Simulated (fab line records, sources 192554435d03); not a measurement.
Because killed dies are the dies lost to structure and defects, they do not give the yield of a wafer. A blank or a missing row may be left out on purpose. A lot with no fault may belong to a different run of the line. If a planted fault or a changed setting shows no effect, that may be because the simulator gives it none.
What tool caused it? / flow n5 finfet / 24 lots, 72 wafers sampled, at 6 steps of a route of 1938

== WHAT THE GAUGES READ, wafer by wafer ==
N5_BEOL_M2_INSPECT_59: inspects for defects (darkfield). Usual: raw defect count at 81, with a standard deviation of 24.
lot=L074; measured=day 7 04:50; on=defect inspect-02; raw defect count=56 70 63; flag=
lot=L075; measured=day 7 05:13; on=defect inspect-02; raw defect count=96 73 88; flag=
lot=L076; measured=day 7 11:18; on=defect inspect-01; raw defect count=69 71 70; flag=
lot=L077; measured=day 7 18:16; on=defect inspect-01; raw defect count=60 49 35; flag=
lot=L078; measured=day 7 20:53; on=defect inspect-02; raw defect count=122 83 96; flag=
lot=L079; measured=day 8 03:49; on=defect inspect-02; raw defect count=94 139 97; flag=
lot=L080; measured=day 8 09:31; on=defect inspect-01; raw defect count=114 100 107; flag=
lot=L082; measured=day 9 07:40; on=defect inspect-02; raw defect count=101 67 72; flag=
lot=L081; measured=day 9 09:37; on=defect inspect-02; raw defect count=66 160 92; flag=
lot=L083; measured=day 9 10:28; on=defect inspect-02; raw defect count=40 88 94; flag=
lot=L084; measured=day 9 20:40; on=defect inspect-01; raw defect count=50 55 53; flag=
lot=L085; measured=day 10 01:40; on=defect inspect-01; raw defect count=135 108 99; flag=
lot=L087; measured=day 10 01:50; on=defect inspect-01; raw defect count=96 88 111; flag=
lot=L086; measured=day 10 05:07; on=defect inspect-01; raw defect count=87 91 119; flag=
lot=L088; measured=day 10 14:48; on=defect inspect-02; raw defect count=81 102 78; flag=
lot=L089; measured=day 11 05:05; on=defect inspect-02; raw defect count=90 59 79; flag=
lot=L090; measured=day 11 17:44; on=defect inspect-02; raw defect count=85 46 63; flag=
lot=L091; measured=day 11 18:46; on=defect inspect-01; raw defect count=78 55 36; flag=
lot=L093; measured=day 11 20:47; on=defect inspect-01; raw defect count=123 92 115; flag=
lot=L092; measured=day 12 02:38; on=defect inspect-02; raw defect count=75 88 86; flag=
lot=L095; measured=day 12 11:03; on=defect inspect-02; raw defect count=54 70 77; flag=
lot=L094; measured=day 12 11:41; on=defect inspect-02; raw defect count=82 80 58; flag=
lot=L097; measured=day 12 12:17; on=defect inspect-02; raw defect count=74 83 78; flag=
lot=L096; measured=day 12 14:21; on=defect inspect-02; raw defect count=64 64 58; flag=

N5_BEOL_M3_THK_MEAS_01. Usual: for M3_ILD_THK the level is 79.1 nm and the standard deviation is 1.
lot=L074; measured=day 7 04:57; on=film metro-02; M3_ILD_THK (nm)=78.4 78.9 80.0; flag=
lot=L075; measured=day 7 05:20; on=film metro-01; M3_ILD_THK (nm)=78.5 79.6 79.2; flag=
lot=L076; measured=day 7 11:24; on=film metro-01; M3_ILD_THK (nm)=78.4 79.3 80.1; flag=
lot=L077; measured=day 7 18:22; on=film metro-01; M3_ILD_THK (nm)=78.0 78.2 79.5; flag=
lot=L078; measured=day 7 20:59; on=film metro-02; M3_ILD_THK (nm)=77.6 78.7 79.6; flag=
lot=L079; measured=day 8 03:55; on=film metro-01; M3_ILD_THK (nm)=78.4 77.8 78.8; flag=
lot=L080; measured=day 8 09:38; on=film metro-02; M3_ILD_THK (nm)=77.7 77.4 79.2; flag=
lot=L082; measured=day 9 07:46; on=film metro-01; M3_ILD_THK (nm)=78.7 78.9 80.0; flag=
lot=L081; measured=day 9 09:44; on=film metro-01; M3_ILD_THK (nm)=79.6 79.0 81.5; flag=
lot=L083; measured=day 9 10:35; on=film metro-02; M3_ILD_THK (nm)=80.7 80.6 80.9; flag=
lot=L084; measured=day 9 20:46; on=film metro-02; M3_ILD_THK (nm)=78.1 78.4 79.9; flag=
lot=L085; measured=day 10 01:47; on=film metro-02; M3_ILD_THK (nm)=78.2 80.0 78.8; flag=
lot=L087; measured=day 10 01:58; on=film metro-02; M3_ILD_THK (nm)=80.4 79.2 79.9; flag=
lot=L086; measured=day 10 05:14; on=film metro-01; M3_ILD_THK (nm)=77.9 77.9 80.0; flag=
lot=L088; measured=day 10 14:55; on=film metro-02; M3_ILD_THK (nm)=77.7 77.3 78.6; flag=
lot=L089; measured=day 11 05:12; on=film metro-01; M3_ILD_THK (nm)=78.7 78.1 80.8; flag=
lot=L090; measured=day 11 17:51; on=film metro-01; M3_ILD_THK (nm)=80.0 79.7 80.2; flag=
lot=L091; measured=day 11 18:52; on=film metro-02; M3_ILD_THK (nm)=79.5 77.9 79.8; flag=
lot=L093; measured=day 11 20:53; on=film metro-02; M3_ILD_THK (nm)=80.6 80.1 78.6; flag=
lot=L092; measured=day 12 02:44; on=film metro-02; M3_ILD_THK (nm)=78.2 79.3 80.8; flag=
lot=L095; measured=day 12 11:09; on=film metro-02; M3_ILD_THK (nm)=79.1 81.0 78.1; flag=
lot=L094; measured=day 12 11:48; on=film metro-01; M3_ILD_THK (nm)=77.0 78.7 79.3; flag=
lot=L097; measured=day 12 12:24; on=film metro-01; M3_ILD_THK (nm)=77.5 80.4 77.6; flag=
lot=L096; measured=day 12 14:27; on=film metro-02; M3_ILD_THK (nm)=78.8 79.4 77.8; flag=

== WHAT TOOL EACH LOT RAN ON (gives the tool, then ch and the chambers of the sampled wafers, and finally the start) ==
lot=L074; N5_BEOL_M2_TRENCH_ETCH_37=rie diel-01 ch 2,3, day 7 02:56 or earlier; N5_BEOL_M2_ANNEAL_89=pvd sputter-03, day 7 02:56; N5_BEOL_M2_SPUTTER_94=pvd sputter-03, day 7 03:31; N5_BEOL_M2_CO_CAP_55=cvd co-02 ch 0,1, day 7 04:38
lot=L075; N5_BEOL_M2_TRENCH_ETCH_37=rie diel-01 ch 0,1,3, day 7 03:21 or earlier; N5_BEOL_M2_ANNEAL_89=pvd sputter-01, day 7 03:21; N5_BEOL_M2_SPUTTER_94=pvd sputter-01, day 7 03:56; N5_BEOL_M2_CO_CAP_55=cvd co-02 ch 0,1, day 7 05:01
lot=L076; N5_BEOL_M2_TRENCH_ETCH_37=rie diel-04 ch 0,1,3, day 7 09:25 or earlier; N5_BEOL_M2_ANNEAL_89=pvd sputter-03, day 7 09:25; N5_BEOL_M2_SPUTTER_94=pvd sputter-03, day 7 09:59; N5_BEOL_M2_CO_CAP_55=cvd co-01 ch 1,2, day 7 11:05
lot=L077; N5_BEOL_M2_TRENCH_ETCH_37=rie diel-01 ch 0,3, day 7 16:23 or earlier; N5_BEOL_M2_ANNEAL_89=pvd sputter-01, day 7 16:23; N5_BEOL_M2_SPUTTER_94=pvd sputter-01, day 7 16:58; N5_BEOL_M2_CO_CAP_55=cvd co-02 ch 0,1,2, day 7 18:03
lot=L078; N5_BEOL_M2_TRENCH_ETCH_37=rie diel-01 ch 0,1,3, day 7 19:00 or earlier; N5_BEOL_M2_ANNEAL_89=pvd sputter-01, day 7 19:00; N5_BEOL_M2_SPUTTER_94=pvd sputter-01, day 7 19:35; N5_BEOL_M2_CO_CAP_55=cvd co-02 ch 0,1, day 7 20:40
lot=L079; N5_BEOL_M2_TRENCH_ETCH_37=rie diel-01 ch 1,3, day 8 01:55 or earlier; N5_BEOL_M2_ANNEAL_89=pvd sputter-02, day 8 01:55; N5_BEOL_M2_SPUTTER_94=pvd sputter-02, day 8 02:30; N5_BEOL_M2_CO_CAP_55=cvd co-01 ch 1,2, day 8 03:36
lot=L080; N5_BEOL_M2_TRENCH_ETCH_37=rie diel-04 ch 0,1,2, day 8 07:39 or earlier; N5_BEOL_M2_ANNEAL_89=pvd sputter-01, day 8 07:39; N5_BEOL_M2_SPUTTER_94=pvd sputter-01, day 8 08:14; N5_BEOL_M2_CO_CAP_55=cvd co-01 ch 0,1,2, day 8 09:19
lot=L082; N5_BEOL_M2_TRENCH_ETCH_37=rie diel-01 ch 0,1,2, day 9 04:44 or earlier; N5_BEOL_M2_ANNEAL_89=pvd sputter-03, day 9 04:44; N5_BEOL_M2_SPUTTER_94=pvd sputter-03, day 9 05:19; N5_BEOL_M2_CO_CAP_55=cvd co-01 ch 0,1,2, day 9 07:28
lot=L081; N5_BEOL_M2_TRENCH_ETCH_37=rie diel-01 ch 1,2,3, day 9 07:45 or earlier; N5_BEOL_M2_ANNEAL_89=pvd sputter-01, day 9 07:45; N5_BEOL_M2_SPUTTER_94=pvd sputter-01, day 9 08:20; N5_BEOL_M2_CO_CAP_55=cvd co-02 ch 0,2, day 9 09:25
lot=L083; N5_BEOL_M2_TRENCH_ETCH_37=rie diel-03 ch 0,1,2, day 9 07:53 or earlier; N5_BEOL_M2_ANNEAL_89=pvd sputter-02, day 9 07:53; N5_BEOL_M2_SPUTTER_94=pvd sputter-02, day 9 08:50; N5_BEOL_M2_CO_CAP_55=cvd co-01 ch 0,2, day 9 10:16
lot=L084; N5_BEOL_M2_TRENCH_ETCH_37=rie diel-01 ch 1,3, day 9 18:46 or earlier; N5_BEOL_M2_ANNEAL_89=pvd sputter-02, day 9 18:46; N5_BEOL_M2_SPUTTER_94=pvd sputter-02, day 9 19:21; N5_BEOL_M2_CO_CAP_55=cvd co-02 ch 0,1, day 9 20:26
lot=L085; N5_BEOL_M2_TRENCH_ETCH_37=rie diel-04 ch 2,3, day 9 23:45 or earlier; N5_BEOL_M2_ANNEAL_89=pvd sputter-01, day 9 23:45; N5_BEOL_M2_SPUTTER_94=pvd sputter-01, day 10 00:20; N5_BEOL_M2_CO_CAP_55=cvd co-02 ch 0,1, day 10 01:27
lot=L087; N5_BEOL_M2_TRENCH_ETCH_37=rie diel-01 ch 0,3, day 9 23:57 or earlier; N5_BEOL_M2_ANNEAL_89=pvd sputter-03, day 9 23:57; N5_BEOL_M2_SPUTTER_94=pvd sputter-03, day 10 00:32; N5_BEOL_M2_CO_CAP_55=cvd co-02 ch 0,2, day 10 01:38
lot=L086; N5_BEOL_M2_TRENCH_ETCH_37=rie diel-04 ch 2,3, day 10 03:11 or earlier; N5_BEOL_M2_ANNEAL_89=pvd sputter-03, day 10 03:11; N5_BEOL_M2_SPUTTER_94=pvd sputter-03, day 10 03:46; N5_BEOL_M2_CO_CAP_55=cvd co-01 ch 0,1,2, day 10 04:55
lot=L088; N5_BEOL_M2_TRENCH_ETCH_37=rie diel-03 ch 1,2,3, day 10 12:56 or earlier; N5_BEOL_M2_ANNEAL_89=pvd sputter-03, day 10 12:56; N5_BEOL_M2_SPUTTER_94=pvd sputter-03, day 10 13:31; N5_BEOL_M2_CO_CAP_55=cvd co-02 ch 0,1, day 10 14:36
lot=L089; N5_BEOL_M2_TRENCH_ETCH_37=rie diel-01 ch 1,2,3, day 11 02:32 or earlier; N5_BEOL_M2_ANNEAL_89=pvd sputter-02, day 11 02:32; N5_BEOL_M2_SPUTTER_94=pvd sputter-02, day 11 03:41; N5_BEOL_M2_CO_CAP_55=cvd co-01 ch 0,1, day 11 04:51
lot=L090; N5_BEOL_M2_TRENCH_ETCH_37=rie diel-04 ch 0,3, day 11 14:34 or earlier; N5_BEOL_M2_ANNEAL_89=pvd sputter-02, day 11 14:34; N5_BEOL_M2_SPUTTER_94=pvd sputter-02, day 11 15:09; N5_BEOL_M2_CO_CAP_55=cvd co-02 ch 0,1,2, day 11 17:31
lot=L091; N5_BEOL_M2_TRENCH_ETCH_37=rie diel-01 ch 0,3, day 11 16:53 or earlier; N5_BEOL_M2_ANNEAL_89=pvd sputter-01, day 11 16:53; N5_BEOL_M2_SPUTTER_94=pvd sputter-01, day 11 17:28; N5_BEOL_M2_CO_CAP_55=cvd co-02 ch 0,1,2, day 11 18:34
lot=L093; N5_BEOL_M2_TRENCH_ETCH_37=rie diel-01 ch 0,1, day 11 18:54 or earlier; N5_BEOL_M2_ANNEAL_89=pvd sputter-02, day 11 18:54; N5_BEOL_M2_SPUTTER_94=pvd sputter-02, day 11 19:29; N5_BEOL_M2_CO_CAP_55=cvd co-01 ch 0,1,2, day 11 20:37
lot=L092; N5_BEOL_M2_TRENCH_ETCH_37=rie diel-03 ch 0,1,3, day 12 00:46 or earlier; N5_BEOL_M2_ANNEAL_89=pvd sputter-02, day 12 00:46; N5_BEOL_M2_SPUTTER_94=pvd sputter-02, day 12 01:20; N5_BEOL_M2_CO_CAP_55=cvd co-01 ch 0,1,2, day 12 02:26
lot=L095; N5_BEOL_M2_TRENCH_ETCH_37=rie diel-03 ch 1,3, day 12 09:10 or earlier; N5_BEOL_M2_ANNEAL_89=pvd sputter-02, day 12 09:10; N5_BEOL_M2_SPUTTER_94=pvd sputter-02, day 12 09:44; N5_BEOL_M2_CO_CAP_55=cvd co-02 ch 0,2, day 12 10:50
lot=L094; N5_BEOL_M2_TRENCH_ETCH_37=rie diel-03 ch 1,2,3, day 12 09:49 or earlier; N5_BEOL_M2_ANNEAL_89=pvd sputter-03, day 12 09:49; N5_BEOL_M2_SPUTTER_94=pvd sputter-03, day 12 10:23; N5_BEOL_M2_CO_CAP_55=cvd co-01 ch 0,1, day 12 11:29
lot=L097; N5_BEOL_M2_TRENCH_ETCH_37=rie diel-04 ch 1,2,3, day 12 10:25 or earlier; N5_BEOL_M2_ANNEAL_89=pvd sputter-01, day 12 10:25; N5_BEOL_M2_SPUTTER_94=pvd sputter-01, day 12 11:00; N5_BEOL_M2_CO_CAP_55=cvd co-01 ch 0,1, day 12 12:05
lot=L096; N5_BEOL_M2_TRENCH_ETCH_37=rie diel-01 ch 1,2,3, day 12 12:29 or earlier; N5_BEOL_M2_ANNEAL_89=pvd sputter-01, day 12 12:29; N5_BEOL_M2_SPUTTER_94=pvd sputter-01, day 12 13:04; N5_BEOL_M2_CO_CAP_55=cvd co-02 ch 0,1,2, day 12 14:08
- N5_BEOL_M2_TRENCH_ETCH_37: etches SiOC in C4F6/O2, target depth 55.555 nm, time 29.2 s.
- N5_BEOL_M2_ANNEAL_89: time 240 s.
- N5_BEOL_M2_SPUTTER_94: material Cu, target thk 4.5 nm, time 8.29 s.
- N5_BEOL_M2_CO_CAP_55: material Co, precursor CCTBA/H2, target thk 2 nm, time 102.1 s.

== AS READ BY THE TOOLS THEMSELVES (means over the sampled wafers that have a number; for cases with no such wafer, the mark the record gives instead) ==
N5_BEOL_M2_TRENCH_ETCH_37. Usual: bias w is 184.9 W with standard deviation 0.64, chamber pressure mTorr is 30.000 mTorr with standard deviation 0.024, drypump motor current A is 5.5 A with standard deviation 0.46, oes product au is 0.78 a.u. with standard deviation 0.09, rf vpp V is 666 V with standard deviation 12, showerhead plenum p Torr is 2.82 Torr with standard deviation 0.099, and throttle valve pct is 20.86 % with standard deviation 0.19.
lot=L074; tool=rie diel-01; bias w (W)=185.0; chamber pressure mTorr (mTorr)=29.986; drypump motor current A (A)=5.3; oes product au (a.u.)=0.72; rf vpp V (V)=661; showerhead plenum p Torr (Torr)=2.73; throttle valve pct (%)=21.04; flag=
lot=L075; tool=rie diel-01; bias w (W)=185.0; chamber pressure mTorr (mTorr)=29.993; drypump motor current A (A)=5.6; oes product au (a.u.)=0.77; rf vpp V (V)=666; showerhead plenum p Torr (Torr)=2.78; throttle valve pct (%)=20.86; flag=
lot=L076; tool=rie diel-04; bias w (W)=184.8; chamber pressure mTorr (mTorr)=30.019; drypump motor current A (A)=5.7; oes product au (a.u.)=0.69; rf vpp V (V)=663; showerhead plenum p Torr (Torr)=2.90; throttle valve pct (%)=20.93; flag=
lot=L077; tool=rie diel-01; bias w (W)=185.1; chamber pressure mTorr (mTorr)=29.982; drypump motor current A (A)=5.8; oes product au (a.u.)=0.79; rf vpp V (V)=674; showerhead plenum p Torr (Torr)=2.82; throttle valve pct (%)=20.81; flag=
lot=L078; tool=rie diel-01; bias w (W)=184.6; chamber pressure mTorr (mTorr)=29.966; drypump motor current A (A)=5.6; oes product au (a.u.)=0.77; rf vpp V (V)=667; showerhead plenum p Torr (Torr)=2.78; throttle valve pct (%)=20.87; flag=
lot=L079; tool=rie diel-01; bias w (W)=185.2; chamber pressure mTorr (mTorr)=30.008; drypump motor current A (A)=5.4; oes product au (a.u.)=0.74; rf vpp V (V)=664; showerhead plenum p Torr (Torr)=2.76; throttle valve pct (%)=21.04; flag=
lot=L080; tool=rie diel-04; bias w (W)=184.6; chamber pressure mTorr (mTorr)=30.005; drypump motor current A (A)=5.8; oes product au (a.u.)=0.74; rf vpp V (V)=666; showerhead plenum p Torr (Torr)=2.84; throttle valve pct (%)=20.89; flag=
lot=L082; tool=rie diel-01; bias w (W)=184.8; chamber pressure mTorr (mTorr)=30.042; drypump motor current A (A)=5.3; oes product au (a.u.)=0.83; rf vpp V (V)=658; showerhead plenum p Torr (Torr)=2.82; throttle valve pct (%)=20.80; flag=
lot=L081; tool=rie diel-01; bias w (W)=184.6; chamber pressure mTorr (mTorr)=29.996; drypump motor current A (A)=5.3; oes product au (a.u.)=0.82; rf vpp V (V)=666; showerhead plenum p Torr (Torr)=2.85; throttle valve pct (%)=20.92; flag=
lot=L083; tool=rie diel-03; bias w (W)=184.7; chamber pressure mTorr (mTorr)=30.001; drypump motor current A (A)=5.9; oes product au (a.u.)=0.77; rf vpp V (V)=678; showerhead plenum p Torr (Torr)=2.86; throttle valve pct (%)=20.81; flag=
lot=L084; tool=rie diel-01; bias w (W)=185.7; chamber pressure mTorr (mTorr)=30.001; drypump motor current A (A)=5.4; oes product au (a.u.)=0.72; rf vpp V (V)=664; showerhead plenum p Torr (Torr)=2.75; throttle valve pct (%)=21.06; flag=
lot=L085; tool=rie diel-04; bias w (W)=185.8; chamber pressure mTorr (mTorr)=29.998; drypump motor current A (A)=5.5; oes product au (a.u.)=0.93; rf vpp V (V)=674; showerhead plenum p Torr (Torr)=2.86; throttle valve pct (%)=20.71; flag=
lot=L087; tool=rie diel-01; bias w (W)=185.1; chamber pressure mTorr (mTorr)=30.034; drypump motor current A (A)=5.9; oes product au (a.u.)=0.77; rf vpp V (V)=674; showerhead plenum p Torr (Torr)=2.81; throttle valve pct (%)=20.84; flag=
lot=L086; tool=rie diel-04; bias w (W)=185.2; chamber pressure mTorr (mTorr)=30.016; drypump motor current A (A)=5.5; oes product au (a.u.)=0.93; rf vpp V (V)=673; showerhead plenum p Torr (Torr)=2.86; throttle valve pct (%)=20.72; flag=
lot=L088; tool=rie diel-03; bias w (W)=185.0; chamber pressure mTorr (mTorr)=30.025; drypump motor current A (A)=5.8; oes product au (a.u.)=0.73; rf vpp V (V)=666; showerhead plenum p Torr (Torr)=2.80; throttle valve pct (%)=20.91; flag=
lot=L089; tool=rie diel-01; bias w (W)=185.6; chamber pressure mTorr (mTorr)=30.008; drypump motor current A (A)=5.3; oes product au (a.u.)=0.79; rf vpp V (V)=666; showerhead plenum p Torr (Torr)=2.85; throttle valve pct (%)=20.95; flag=
lot=L090; tool=rie diel-04; bias w (W)=184.8; chamber pressure mTorr (mTorr)=29.995; drypump motor current A (A)=5.4; oes product au (a.u.)=0.94; rf vpp V (V)=660; showerhead plenum p Torr (Torr)=2.91; throttle valve pct (%)=20.63; flag=
lot=L091; tool=rie diel-01; bias w (W)=184.1; chamber pressure mTorr (mTorr)=29.989; drypump motor current A (A)=5.8; oes product au (a.u.)=0.75; rf vpp V (V)=673; showerhead plenum p Torr (Torr)=2.80; throttle valve pct (%)=20.87; flag=
lot=L093; tool=rie diel-01; bias w (W)=185.3; chamber pressure mTorr (mTorr)=29.990; drypump motor current A (A)=5.5; oes product au (a.u.)=0.75; rf vpp V (V)=658; showerhead plenum p Torr (Torr)=2.73; throttle valve pct (%)=20.80; flag=
lot=L092; tool=rie diel-03; bias w (W)=185.8; chamber pressure mTorr (mTorr)=29.989; drypump motor current A (A)=5.4; oes product au (a.u.)=0.77; rf vpp V (V)=671; showerhead plenum p Torr (Torr)=2.85; throttle valve pct (%)=20.83; flag=
lot=L095; tool=rie diel-03; bias w (W)=184.7; chamber pressure mTorr (mTorr)=29.997; drypump motor current A (A)=5.3; oes product au (a.u.)=0.74; rf vpp V (V)=660; showerhead plenum p Torr (Torr)=2.79; throttle valve pct (%)=20.90; flag=
lot=L094; tool=rie diel-03; bias w (W)=185.2; chamber pressure mTorr (mTorr)=29.999; drypump motor current A (A)=5.8; oes product au (a.u.)=0.72; rf vpp V (V)=666; showerhead plenum p Torr (Torr)=2.79; throttle valve pct (%)=20.92; flag=
lot=L097; tool=rie diel-04; bias w (W)=185.0; chamber pressure mTorr (mTorr)=29.990; drypump motor current A (A)=5.8; oes product au (a.u.)=0.80; rf vpp V (V)=672; showerhead plenum p Torr (Torr)=2.82; throttle valve pct (%)=20.84; flag=
lot=L096; tool=rie diel-01; bias w (W)=184.4; chamber pressure mTorr (mTorr)=30.007; drypump motor current A (A)=5.3; oes product au (a.u.)=0.88; rf vpp V (V)=669; showerhead plenum p Torr (Torr)=2.95; throttle valve pct (%)=20.83; flag=

N5_BEOL_M2_ANNEAL_89. Usual: heater power w at 852 W, with a standard deviation of 76.
lot=L074; tool=pvd sputter-03; heater power w (W)=907; flag=
lot=L075; tool=pvd sputter-01; heater power w (W)=828; flag=
lot=L076; tool=pvd sputter-03; heater power w (W)=894; flag=
lot=L077; tool=pvd sputter-01; heater power w (W)=787; flag=
lot=L078; tool=pvd sputter-01; heater power w (W)=837; flag=
lot=L079; tool=pvd sputter-02; heater power w (W)=867; flag=
lot=L080; tool=pvd sputter-01; heater power w (W)=846; flag=
lot=L082; tool=pvd sputter-03; heater power w (W)=850; flag=
lot=L081; tool=pvd sputter-01; heater power w (W)=846; flag=
lot=L083; tool=pvd sputter-02; heater power w (W)=856; flag=
lot=L084; tool=pvd sputter-02; heater power w (W)=866; flag=
lot=L085; tool=pvd sputter-01; heater power w (W)=820; flag=
lot=L087; tool=pvd sputter-03; heater power w (W)=856; flag=
lot=L086; tool=pvd sputter-03; heater power w (W)=870; flag=
lot=L088; tool=pvd sputter-03; heater power w (W)=876; flag=
lot=L089; tool=pvd sputter-02; heater power w (W)=867; flag=
lot=L090; tool=pvd sputter-02; heater power w (W)=835; flag=
lot=L091; tool=pvd sputter-01; heater power w (W)=860; flag=
lot=L093; tool=pvd sputter-02; heater power w (W)=859; flag=
lot=L092; tool=pvd sputter-02; heater power w (W)=828; flag=
lot=L095; tool=pvd sputter-02; heater power w (W)=865; flag=
lot=L094; tool=pvd sputter-03; heater power w (W)=947; flag=
lot=L097; tool=pvd sputter-01; heater power w (W)=840; flag=
lot=L096; tool=pvd sputter-01; heater power w (W)=837; flag=

N5_BEOL_M2_SPUTTER_94. Usual: substrate temp c -20.01 C, standard deviation 0.1; throttle valve pct 29.9 %, standard deviation 1.
lot=L074; tool=pvd sputter-03; substrate temp c (C)=-20.03; throttle valve pct (%)=29.1; flag=
lot=L075; tool=pvd sputter-01; substrate temp c (C)=-19.98; throttle valve pct (%)=29.6; flag=
lot=L076; tool=pvd sputter-03; substrate temp c (C)=-20.02; throttle valve pct (%)=29.7; flag=
lot=L077; tool=pvd sputter-01; substrate temp c (C)=-20.02; throttle valve pct (%)=30.2; flag=
lot=L078; tool=pvd sputter-01; substrate temp c (C)=-20.03; throttle valve pct (%)=29.5; flag=
lot=L079; tool=pvd sputter-02; substrate temp c (C)=-20.07; throttle valve pct (%)=30.8; flag=
lot=L080; tool=pvd sputter-01; substrate temp c (C)=-20.03; throttle valve pct (%)=29.9; flag=
lot=L082; tool=pvd sputter-03; substrate temp c (C)=-20.13; throttle valve pct (%)=30.0; flag=
lot=L081; tool=pvd sputter-01; substrate temp c (C)=-19.97; throttle valve pct (%)=29.5; flag=
lot=L083; tool=pvd sputter-02; substrate temp c (C)=-19.98; throttle valve pct (%)=29.8; flag=
lot=L084; tool=pvd sputter-02; substrate temp c (C)=-20.11; throttle valve pct (%)=30.8; flag=
lot=L085; tool=pvd sputter-01; substrate temp c (C)=-20.06; throttle valve pct (%)=29.8; flag=
lot=L087; tool=pvd sputter-03; substrate temp c (C)=-20.04; throttle valve pct (%)=30.2; flag=
lot=L086; tool=pvd sputter-03; substrate temp c (C)=-20.09; throttle valve pct (%)=29.8; flag=
lot=L088; tool=pvd sputter-03; substrate temp c (C)=-19.96; throttle valve pct (%)=29.4; flag=
lot=L089; tool=pvd sputter-02; substrate temp c (C)=-19.97; throttle valve pct (%)=30.6; flag=
lot=L090; tool=pvd sputter-02; substrate temp c (C)=-19.91; throttle valve pct (%)=29.2; flag=
lot=L091; tool=pvd sputter-01; substrate temp c (C)=-19.96; throttle valve pct (%)=30.0; flag=
lot=L093; tool=pvd sputter-02; substrate temp c (C)=-19.99; throttle valve pct (%)=30.7; flag=
lot=L092; tool=pvd sputter-02; substrate temp c (C)=-20.07; throttle valve pct (%)=29.3; flag=
lot=L095; tool=pvd sputter-02; substrate temp c (C)=-19.97; throttle valve pct (%)=30.7; flag=
lot=L094; tool=pvd sputter-03; substrate temp c (C)=-19.90; throttle valve pct (%)=28.8; flag=
lot=L097; tool=pvd sputter-01; substrate temp c (C)=-19.98; throttle valve pct (%)=30.0; flag=
lot=L096; tool=pvd sputter-01; substrate temp c (C)=-20.02; throttle valve pct (%)=29.6; flag=

N5_BEOL_M2_CO_CAP_55. Usual: heater power w at 257 W, with a standard deviation of 21.
lot=L074; tool=cvd co-02; heater power w (W)=281; flag=
lot=L075; tool=cvd co-02; heater power w (W)=280; flag=
lot=L076; tool=cvd co-01; heater power w (W)=249; flag=
lot=L077; tool=cvd co-02; heater power w (W)=268; flag=
lot=L078; tool=cvd co-02; heater power w (W)=287; flag=
lot=L079; tool=cvd co-01; heater power w (W)=249; flag=
lot=L080; tool=cvd co-01; heater power w (W)=248; flag=
lot=L082; tool=cvd co-01; heater power w (W)=245; flag=
lot=L081; tool=cvd co-02; heater power w (W)=263; flag=
lot=L083; tool=cvd co-01; heater power w (W)=244; flag=
lot=L084; tool=cvd co-02; heater power w (W)=283; flag=
lot=L085; tool=cvd co-02; heater power w (W)=282; flag=
lot=L087; tool=cvd co-02; heater power w (W)=261; flag=
lot=L086; tool=cvd co-01; heater power w (W)=247; flag=
lot=L088; tool=cvd co-02; heater power w (W)=279; flag=
lot=L089; tool=cvd co-01; heater power w (W)=246; flag=
lot=L090; tool=cvd co-02; heater power w (W)=264; flag=
lot=L091; tool=cvd co-02; heater power w (W)=267; flag=
lot=L093; tool=cvd co-01; heater power w (W)=244; flag=
lot=L092; tool=cvd co-01; heater power w (W)=247; flag=
lot=L095; tool=cvd co-02; heater power w (W)=265; flag=
lot=L094; tool=cvd co-01; heater power w (W)=242; flag=
lot=L097; tool=cvd co-01; heater power w (W)=241; flag=
lot=L096; tool=cvd co-02; heater power w (W)=268; flag=

== THE ANSWER, worked out from the rows above alone ==
Rule: a lot is off if the mean of its wafers that have a number lies more than 3 standard deviations from the usual mean. Also off: a lot with no number at a reading for which 4 or more lots have one. Any other lot the step has rows for is counted as sound. Order of review: gauges by route order, followed by the tools' own readings, for which a lot's mean as printed above is used. The first step at which some lot is off is used, and at that step the reading that is off furthest; a lot without a number counts as furthest.
Across all readings shown, no lot is off: no conclusion can be drawn from this.

== WHAT THE SIMULATOR HAD INSERTED ==
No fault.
